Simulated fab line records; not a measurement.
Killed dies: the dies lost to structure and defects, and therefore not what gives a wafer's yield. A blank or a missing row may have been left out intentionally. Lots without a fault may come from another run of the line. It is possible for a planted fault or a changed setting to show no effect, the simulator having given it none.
fab line records ; flow nandHarc
[record] lots = 13; wafers = 39; lastDay = 23
route steps=1159 shown P_STI@109 P_GATE@167
lots that met no fault: taken from a fault-free run of the same line
startH: start of the lot's first displayed wafer, in hours after the record's first day ; waitH: time in hours since the lot's previous step ; " same as the row above ; L1.1+2: a single row standing in for several wafers ; - no value, or no start given ; * or withheld: withheld ; < > ~ a bound
route shown NAME@n: names a module that has steps shown in the file, with the first one's number in the route ; usual: the fault-free wafers' mean and standard deviation ; same: alike in all rows ; chamber/n: place in a boat ; sites: per-site readings ; _std_site: their standard deviation ; _edge_site: outer sites' mean less inner sites' ; radiusMm: how far each site lies from the wafer's centre ; mask NAME#n: copy n ; behind: the most recent tool/chamber to have shaped the wafer ; hold: cause of the lot's hold/its duration in hours/its outcome ; device: whichever transistor did not switch (one of n, p or np) ; end of line: the tests these same wafers got at the end of their route ; for a step that has no rows: nothing shown but its recipe ; killed: dies lost to structure and defects at the first sort, not the wafer's yield ; map: a wafer's dies, marking killed ones x, the rest . and places with no die _
set.NAME: setting as actually run; set.NAME@STEP: the setting as run at that earlier step ; model.NAME: the simulator's own value behind a step, which no gauge read
a sample of lots followed through the steps of the route, with each step as a table and each wafer as a row
services: the hour from which a tool's chamber was out of use, counted from the record's first day as startH (under 0 if before that day), plus the number of hours and why
[[steps]]
[step NHARC_P_STI_INSPECT_25]
[usual] rawDefectCount = 190/86
lot.wafer;tool;chamber;startH;waitH;rawDefectCount
L740.3;defectInspect-01;-;59.38;0.4;190
L740.5;defectInspect-01;-;59.38;0.4;112
L740.6;defectInspect-01;-;59.38;0.4;161
L742.2;defectInspect-02;-;72.34;0.4;261
L742.5;defectInspect-02;-;72.34;0.4;335
L742.6;defectInspect-02;-;72.34;0.4;254
L743.2;defectInspect-01;-;80.81;0.4;140
L743.3;defectInspect-01;-;80.81;0.4;83
L743.5;defectInspect-01;-;80.81;0.4;127
L745.1;defectInspect-01;-;98.60;0.4;99
L745.4;defectInspect-01;-;98.60;0.4;144
L745.6;defectInspect-01;-;98.60;0.4;221
L747.1;defectInspect-02;-;106.68;0.4;221
L747.4;defectInspect-02;-;106.68;0.4;158
L747.6;defectInspect-02;-;106.68;0.4;340
L746.2;defectInspect-01;-;106.68;0.4;135
L746.4;defectInspect-01;-;106.68;0.4;95
L746.5;defectInspect-01;-;106.68;0.4;139
L748.2;defectInspect-02;-;114.52;0.4;237
L748.3;defectInspect-02;-;114.52;0.4;714
L748.4;defectInspect-02;-;114.52;0.4;442
L749.1;defectInspect-01;-;114.54;0.4;106
L749.2;defectInspect-01;-;114.54;0.4;154
L749.5;defectInspect-01;-;114.54;0.4;225
L750.1;defectInspect-01;-;126.48;0.4;231
L750.2;defectInspect-01;-;126.48;0.4;176
L750.4;defectInspect-01;-;126.48;0.4;295
L754.1;defectInspect-01;-;144.70;0.4;387
L754.2;defectInspect-01;-;144.70;0.4;506
L754.4;defectInspect-01;-;144.70;0.4;216
L752.3;defectInspect-02;-;144.70;0.4;172
L752.5;defectInspect-02;-;144.70;0.4;148
L752.6;defectInspect-02;-;144.70;0.4;189
L751.1;defectInspect-02;-;144.70;0.4;143
L751.3;defectInspect-02;-;144.70;0.4;149
L751.6;defectInspect-02;-;144.70;0.4;141
L755.2;defectInspect-02;-;158.75;0.4;284
L755.4;defectInspect-02;-;158.75;0.4;141
L755.5;defectInspect-02;-;158.75;0.4;250
[step NHARC_P_GATE_EXPOSE_43]
[recipe] na = 0.6; targetCdNm = 720; doseMj = 14.81; maskId = P_NSD
lot.wafer;tool;chamber;startH;waitH;mask
L740.3+5+6;krfScanner-04;0;95.36;-;P_NSD#0
L742.2+5+6;krfScanner-02;0;108.20;-;P_NSD#0
L743.2+3+5;krfScanner-01;0;115.06;-;P_NSD#0
L745.1+4+6;krfScanner-04;0;137.86;-;P_NSD#0
L746.2+4+5;krfScanner-04;0;146.34;-;P_NSD#0
L747.1+4+6;krfScanner-02;0;148.28;-;P_NSD#0
L748.2+3+4;krfScanner-04;0;152.50;-;P_NSD#0
L749.1+2+5;krfScanner-04;0;153.26;-;P_NSD#0
L750.1+2+4;krfScanner-04;0;163.47;-;P_NSD#0
L751.1+3+6;krfScanner-02;0;178.87;-;P_NSD#0
L754.1+2+4;krfScanner-04;0;179.06;-;P_NSD#0
L752.3+5+6;krfScanner-02;0;185.02;-;P_NSD_R1#0
L755.2+4+5;krfScanner-01;0;197.41;-;P_NSD#0
[step NHARC_P_GATE_CD_MEAS_46]
[recipe] targetCdNm = 720; landingEnergyEv = 500
[usual] cdNm = 719.3/1.4
lot.wafer;tool;chamber;startH;waitH;cdNm
L740.3;cdSem-03;0;95.51;-;718.8
L740.5;cdSem-03;0;95.51;-;716.9
L740.6;cdSem-03;0;95.51;-;718.4
L742.2;cdSem-01;0;108.35;-;719.5
L742.5;cdSem-01;0;108.35;-;721.4
L742.6;cdSem-01;0;108.35;-;720.8
L743.2;cdSem-01;0;115.22;-;719.7
L743.3;cdSem-01;0;115.22;-;719.6
L743.5;cdSem-01;0;115.22;-;719.0
L745.1;cdSem-01;0;138.01;-;718.0
L745.4;cdSem-01;0;138.01;-;717.2
L745.6;cdSem-01;0;138.01;-;720.6
L746.2;cdSem-03;0;146.49;-;719.3
L746.4;cdSem-03;0;146.49;-;718.8
L746.5;cdSem-03;0;146.49;-;718.5
L747.1;cdSem-01;0;148.43;-;717.1
L747.4;cdSem-01;0;148.43;-;717.4
L747.6;cdSem-01;0;148.43;-;716.0
L748.2;cdSem-01;0;152.66;-;717.1
L748.3;cdSem-01;0;152.66;-;719.4
L748.4;cdSem-01;0;152.66;-;717.6
L749.1;cdSem-03;0;153.41;-;719.5
L749.2;cdSem-03;0;153.41;-;719.9
L749.5;cdSem-03;0;153.41;-;719.9
L750.1;cdSem-02;0;163.62;-;718.9
L750.2;cdSem-02;0;163.62;-;720.0
L750.4;cdSem-02;0;163.62;-;717.9
L751.1;cdSem-02;0;179.02;-;717.2
L751.3;cdSem-02;0;179.02;-;717.7
L751.6;cdSem-02;0;179.02;-;718.8
L754.1;cdSem-02;0;179.22;-;719.2
L754.2;cdSem-02;0;179.22;-;720.3
L754.4;cdSem-02;0;179.22;-;720.6
L752.3;cdSem-02;0;185.17;-;680.4
L752.5;cdSem-02;0;185.17;-;680.0
L752.6;cdSem-02;0;185.17;-;680.6
L755.2;cdSem-01;0;197.56;-;723.0
L755.4;cdSem-01;0;197.56;-;720.8
L755.5;cdSem-01;0;197.56;-;721.3
[step NHARC_P_GATE_CD_MEAS_59]
[recipe] targetCdNm = 720; landingEnergyEv = 500
[usual] cdNm = 719.8/1.3
lot.wafer;tool;chamber;startH;waitH;cdNm
L740.3;cdSem-02;0;97.19;-;718.8
L740.5;cdSem-02;0;97.19;-;720.1
L740.6;cdSem-02;0;97.19;-;719.1
L742.2;cdSem-03;0;110.11;-;720.9
L742.5;cdSem-03;0;110.11;-;720.5
L742.6;cdSem-03;0;110.11;-;722.1
L743.2;cdSem-02;0;116.90;-;717.9
L743.3;cdSem-02;0;116.90;-;719.6
L743.5;cdSem-02;0;116.90;-;717.7
L745.1;cdSem-02;0;139.77;-;716.1
L745.4;cdSem-02;0;139.77;-;718.1
L745.6;cdSem-02;0;139.77;-;716.3
L746.2;cdSem-03;0;148.27;-;720.2
L746.4;cdSem-03;0;148.27;-;719.6
L746.5;cdSem-03;0;148.27;-;719.2
L747.1;cdSem-02;0;150.53;-;720.3
L747.4;cdSem-02;0;150.53;-;720.7
L747.6;cdSem-02;0;150.53;-;720.7
L748.2;cdSem-03;0;154.86;-;719.5
L748.3;cdSem-03;0;154.86;-;720.2
L748.4;cdSem-03;0;154.86;-;720.3
L749.1;cdSem-03;0;155.21;-;719.6
L749.2;cdSem-03;0;155.21;-;720.1
L749.5;cdSem-03;0;155.21;-;721.1
L750.1;cdSem-03;0;165.38;-;719.8
L750.2;cdSem-03;0;165.38;-;721.3
L750.4;cdSem-03;0;165.38;-;719.7
L751.1;cdSem-03;0;180.82;-;721.6
L751.3;cdSem-03;0;180.82;-;720.5
L751.6;cdSem-03;0;180.82;-;720.7
L754.1;cdSem-01;0;181.03;-;718.5
L754.2;cdSem-01;0;181.03;-;718.2
L754.4;cdSem-01;0;181.03;-;720.0
L752.3;cdSem-01;0;186.92;-;721.3
L752.5;cdSem-01;0;186.92;-;721.2
L752.6;cdSem-01;0;186.92;-;721.9
L755.2;cdSem-03;0;199.38;-;721.0
L755.4;cdSem-03;0;199.38;-;719.3
L755.5;cdSem-03;0;199.38;-;721.0
[step NHARC_P_GATE_DESCUM_61]
[recipe] timeS = 3; o2FlowSccm = 200; arFlowSccm = 0; biasPowerW = 0; chemistry = O2
[usual] drypumpMotorCurrentA = 5.7/0.46; oesProductAu = 1.000/0.0065; rfVppV = 57.9/0.9; showerheadPlenumPTorr = 1.94/0.089; throttleValvePct = 11.312/0.0084
lot.wafer;tool;chamber;startH;waitH;drypumpMotorCurrentA;oesProductAu;rfHoursCounterH;rfVppV;showerheadPlenumPTorr;throttleValvePct
L740.3;rieDiel-04;0;97.37;-;5.7;0.995;22;58.4;2.01;11.309
L740.6;rieDiel-04;2;97.37;-;6.6;0.986;-;57.7;1.83;11.301
L740.5;rieDiel-04;3;97.37;-;5.4;0.992;-;58.4;2.03;11.316
L742.2;rieDiel-04;2;110.31;-;6.6;0.999;24;58.0;1.83;11.316
L742.6;rieDiel-04;3;110.31;-;5.3;0.988;-;60.1;2.03;11.295
L742.5;rieDiel-04;0;110.31;-;5.7;0.999;-;59.2;2.01;11.296
L743.3;rieDiel-10;1;117.08;-;5.4;1.001;31;56.9;1.77;11.306
L743.2;rieDiel-10;2;117.08;-;6.1;1.010;40;59.2;2.04;11.315
L743.5;rieDiel-10;0;117.08;-;5.2;1.001;-;59.2;1.83;11.325
L745.4;rieDiel-04;1;139.93;-;5.7;1.006;2;57.9;1.93;11.310
L745.1;rieDiel-04;2;139.93;-;6.6;0.997;2;56.7;1.83;11.312
L745.6;rieDiel-04;1;139.93;-;5.7;1.002;-;58.1;1.93;11.312
L746.2;rieDiel-10;0;148.44;-;5.2;1.004;48;58.7;1.82;11.319
L746.4;rieDiel-10;1;148.44;-;5.4;0.996;44;56.7;1.76;11.314
L746.5;rieDiel-10;0;148.44;-;5.2;0.993;-;56.7;1.82;11.316
L747.4;rieDiel-04;3;150.69;-;5.3;1.009;4;56.7;2.03;11.308
L747.1;rieDiel-04;0;150.69;-;5.7;1.002;4;57.7;2.01;11.300
L747.6;rieDiel-04;3;150.69;-;5.3;1.003;-;58.9;2.03;11.308
L748.4;rieDiel-04;2;155.02;-;6.7;0.995;6;57.0;1.83;11.316
L748.3;rieDiel-04;0;155.02;-;5.8;1.010;5;58.6;2.00;11.291
L748.2;rieDiel-04;1;155.02;-;5.6;0.992;6;58.4;1.93;11.305
L749.2;rieDiel-04;2;155.40;-;6.6;0.996;6;57.7;1.83;11.315
L749.1;rieDiel-04;3;155.40;-;5.4;0.995;5;57.9;2.02;11.328
L749.5;rieDiel-04;1;155.40;-;5.7;0.995;-;59.2;1.93;11.313
L750.4;rieDiel-04;0;165.55;-;5.7;1.009;7;57.7;2.00;11.296
L750.1;rieDiel-04;1;165.55;-;5.6;0.990;7;57.4;1.92;11.324
L750.2;rieDiel-04;3;165.55;-;5.3;1.005;7;58.5;2.02;11.309
L751.1;rieDiel-04;0;181.02;-;5.7;0.998;9;58.6;2.00;11.324
L751.3;rieDiel-04;1;181.02;-;5.7;1.007;9;57.9;1.92;11.325
L751.6;rieDiel-04;3;181.02;-;5.3;1.007;-;59.2;2.02;11.307
L754.1;rieDiel-04;2;181.19;-;6.6;0.996;10;57.4;1.83;11.315
L754.2;rieDiel-04;3;181.19;-;5.3;1.006;9;57.5;2.02;11.319
L754.4;rieDiel-04;1;181.19;-;5.7;0.995;9;58.5;1.92;11.311
L752.3;rieDiel-04;1;187.07;-;5.6;1.001;10;58.4;1.92;11.315
L752.6;rieDiel-04;1;187.07;-;5.6;0.998;-;57.9;1.92;11.317
L752.5;rieDiel-04;2;187.07;-;6.6;1.005;-;55.5;1.83;11.312
L755.2;rieDiel-01;2;199.54;-;5.4;0.993;26;56.2;1.82;11.315
L755.4;rieDiel-01;0;199.54;-;5.6;0.997;18;56.5;1.85;11.305
L755.5;rieDiel-01;3;199.54;-;5.0;0.996;-;56.7;1.79;11.314
[[services]]
tool;chamber;startH;hours;kind
rieDiel-04;2;83.07;9.1;repair
krfScanner-01;-;84.00;4.0;pm
rieDiel-04;0;91.35;-;clean
rieDiel-04;1;91.35;-;clean
rieDiel-04;3;91.35;-;clean
krfScanner-01;-;107.98;0.2;repair
krfScanner-01;-;108.38;0.6;repair
rieDiel-04;-;111.90;9.0;pm
rieDiel-04;0;111.90;9.0;ventCycle
rieDiel-04;1;111.90;9.0;ventCycle
rieDiel-04;2;111.90;9.0;ventCycle
rieDiel-04;3;111.90;9.0;ventCycle
rieDiel-01;2;112.65;15.5;repair
rieDiel-04;0;120.90;-;clean
rieDiel-04;1;120.90;-;clean
rieDiel-04;2;120.90;-;clean
rieDiel-04;3;120.90;-;clean
krfScanner-04;-;126.00;4.0;pm
rieDiel-01;-;138.09;9.0;pm
rieDiel-04;0;145.48;-;clean
krfScanner-01;-;146.37;0.3;repair
rieDiel-01;0;172.11;9.6;repair
rieDiel-10;-;176.50;9.0;pm
krfScanner-01;-;181.26;9.5;repair
[[key]]
[firstSign] step = NHARC_P_GATE_EXPOSE_43; reading = mask; direction = changed
[effect] step = NHARC_P_GATE_CD_MEAS_46; reading = cdNm; direction = down; sigmas = 29; usual = 719.3; struck = 680.3
metAt NHARC_P_GATE_EXPOSE_43
struckLots L752
testerLeftOut L752
notActingAt NHARC_P_STI_INSPECT_25,NHARC_P_GATE_CD_MEAS_59,NHARC_P_GATE_DESCUM_61
onsetBetween 178.87 185.02
[fault] kind = wrongMask; tool = any; chamber = -; onsetH = 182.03; steps = NHARC_P_GATE_EXPOSE_43; auxCopy = P_NSD_R1#0; cdOffsetNm = -39.907; scope = struckLotsOnly
// testerLeftOut: of these lots the tester's yield and bins aren't shown, on N5 and GAA mostly nor the transistor test; their killed dies are dies lost to structure and defects alone, not to doping, threshold or leakage, so they don't give the yield
